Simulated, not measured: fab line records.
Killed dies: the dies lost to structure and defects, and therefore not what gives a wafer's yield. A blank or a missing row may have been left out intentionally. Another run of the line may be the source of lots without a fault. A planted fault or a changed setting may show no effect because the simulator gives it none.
Chamber matching || flow n5Finfet || N5_BEOL_M14_ETCH_68 on rieDiel-02: 4 sister chambers
The step etches SOC in N2/H2, time 450 s. 16 wafers are shown with their chamber, then 8 later ones without.

EACH WAFER AND ITS CHAMBER
{"wafer": "L077.2", "chamber": 3, "showerheadPlenumPTorr (Torr)": 2.58, "throttleValvePct (%)": 17.80, "oesProductAu (a.u.)": 0.79}
{"wafer": "L077.4", "chamber": 3, "showerheadPlenumPTorr (Torr)": 2.58, "throttleValvePct (%)": 17.78, "oesProductAu (a.u.)": 0.79}
{"wafer": "L077.6", "chamber": 1, "showerheadPlenumPTorr (Torr)": 2.71, "throttleValvePct (%)": 17.57, "oesProductAu (a.u.)": 0.91}
{"wafer": "L079.2", "chamber": 3, "showerheadPlenumPTorr (Torr)": 2.57, "throttleValvePct (%)": 17.81, "oesProductAu (a.u.)": 0.78}
{"wafer": "L079.3", "chamber": 2, "showerheadPlenumPTorr (Torr)": 2.70, "throttleValvePct (%)": 17.94, "oesProductAu (a.u.)": 0.83}
{"wafer": "L079.6", "chamber": 1, "showerheadPlenumPTorr (Torr)": 2.71, "throttleValvePct (%)": 17.59, "oesProductAu (a.u.)": 0.89}
{"wafer": "L084.1", "chamber": 1, "showerheadPlenumPTorr (Torr)": 2.70, "throttleValvePct (%)": 17.57, "oesProductAu (a.u.)": 0.87}
{"wafer": "L084.2", "chamber": 0, "showerheadPlenumPTorr (Torr)": 2.72, "throttleValvePct (%)": 17.64, "oesProductAu (a.u.)": 0.92}
{"wafer": "L084.3", "chamber": 3, "showerheadPlenumPTorr (Torr)": 2.57, "throttleValvePct (%)": 17.81, "oesProductAu (a.u.)": 0.77}
{"wafer": "L084.4", "chamber": 2, "showerheadPlenumPTorr (Torr)": 2.70, "throttleValvePct (%)": 17.93, "oesProductAu (a.u.)": 0.82}
{"wafer": "L084.5", "chamber": 3, "showerheadPlenumPTorr (Torr)": 2.57, "throttleValvePct (%)": 17.84, "oesProductAu (a.u.)": 0.76}
{"wafer": "L084.6", "chamber": 0, "showerheadPlenumPTorr (Torr)": 2.72, "throttleValvePct (%)": 17.65, "oesProductAu (a.u.)": 0.92}
{"wafer": "L085.1", "chamber": 1, "showerheadPlenumPTorr (Torr)": 2.70, "throttleValvePct (%)": 17.59, "oesProductAu (a.u.)": 0.87}
{"wafer": "L085.3", "chamber": 2, "showerheadPlenumPTorr (Torr)": 2.70, "throttleValvePct (%)": 17.94, "oesProductAu (a.u.)": 0.81}
{"wafer": "L085.5", "chamber": 2, "showerheadPlenumPTorr (Torr)": 2.70, "throttleValvePct (%)": 17.95, "oesProductAu (a.u.)": 0.82}
{"wafer": "L087.2", "chamber": 2, "showerheadPlenumPTorr (Torr)": 2.70, "throttleValvePct (%)": 17.95, "oesProductAu (a.u.)": 0.82}

SIGNATURES, as means of the wafers listed above
{"reading": "showerheadPlenumPTorr", "chamber 0": 2.7200, "chamber 1": 2.7050, "chamber 2": 2.7000, "chamber 3": 2.5740, "scatter within a chamber": 0.00428}
{"reading": "throttleValvePct", "chamber 0": 17.6450, "chamber 1": 17.5800, "chamber 2": 17.9420, "chamber 3": 17.8080, "scatter within a chamber": 0.0147}
{"reading": "oesProductAu", "chamber 0": 0.9200, "chamber 1": 0.8850, "chamber 2": 0.8200, "chamber 3": 0.7780, "scatter within a chamber": 0.0128}
Rule: for a wafer and a chamber, the distance is found by dividing, reading by reading, the gap between the wafer's reading and the chamber's mean by the reading's scatter, squaring, summing and taking the root. If the next closest chamber is less than 2 further off than the closest, the wafer can't be placed; otherwise it belongs to the closest. How the scatter is found: for the shown wafers, subtract from each reading the mean of its chamber, square and add these, divide the total by (wafers less chambers), then take the root.

WAFERS MISSING THEIR CHAMBER
{"wafer": "L087.5", "showerheadPlenumPTorr (Torr)": 2.70, "throttleValvePct (%)": 17.96, "oesProductAu (a.u.)": 0.82}
{"wafer": "L087.6", "showerheadPlenumPTorr (Torr)": 2.57, "throttleValvePct (%)": 17.81, "oesProductAu (a.u.)": 0.76}
{"wafer": "L093.2", "showerheadPlenumPTorr (Torr)": 2.56, "throttleValvePct (%)": 17.83, "oesProductAu (a.u.)": 0.75}
{"wafer": "L093.4", "showerheadPlenumPTorr (Torr)": 2.69, "throttleValvePct (%)": 17.99, "oesProductAu (a.u.)": 0.80}
{"wafer": "L093.5", "showerheadPlenumPTorr (Torr)": 2.71, "throttleValvePct (%)": 17.70, "oesProductAu (a.u.)": 0.87}
{"wafer": "L094.2", "showerheadPlenumPTorr (Torr)": 2.71, "throttleValvePct (%)": 17.70, "oesProductAu (a.u.)": 0.87}
{"wafer": "L094.4", "showerheadPlenumPTorr (Torr)": 2.69, "throttleValvePct (%)": 18.00, "oesProductAu (a.u.)": 0.80}
{"wafer": "L094.6", "showerheadPlenumPTorr (Torr)": 2.56, "throttleValvePct (%)": 17.84, "oesProductAu (a.u.)": 0.75}

WHICH CHAMBER EACH ONE RAN IN
{"wafer": "L087.5", "from the rows above": 2, "in truth": 2}
{"wafer": "L087.6", "from the rows above": 3, "in truth": 3}
{"wafer": "L093.2", "from the rows above": 3, "in truth": 3}
{"wafer": "L093.4", "from the rows above": 2, "in truth": 2}
{"wafer": "L093.5", "from the rows above": 0, "in truth": 0}
{"wafer": "L094.2", "from the rows above": 0, "in truth": 0}
{"wafer": "L094.4", "from the rows above": 2, "in truth": 2}
{"wafer": "L094.6", "from the rows above": 3, "in truth": 3}
Placed correctly: 8 of 8. Left unplaced by these rows: 0. Wrongly placed: 0.
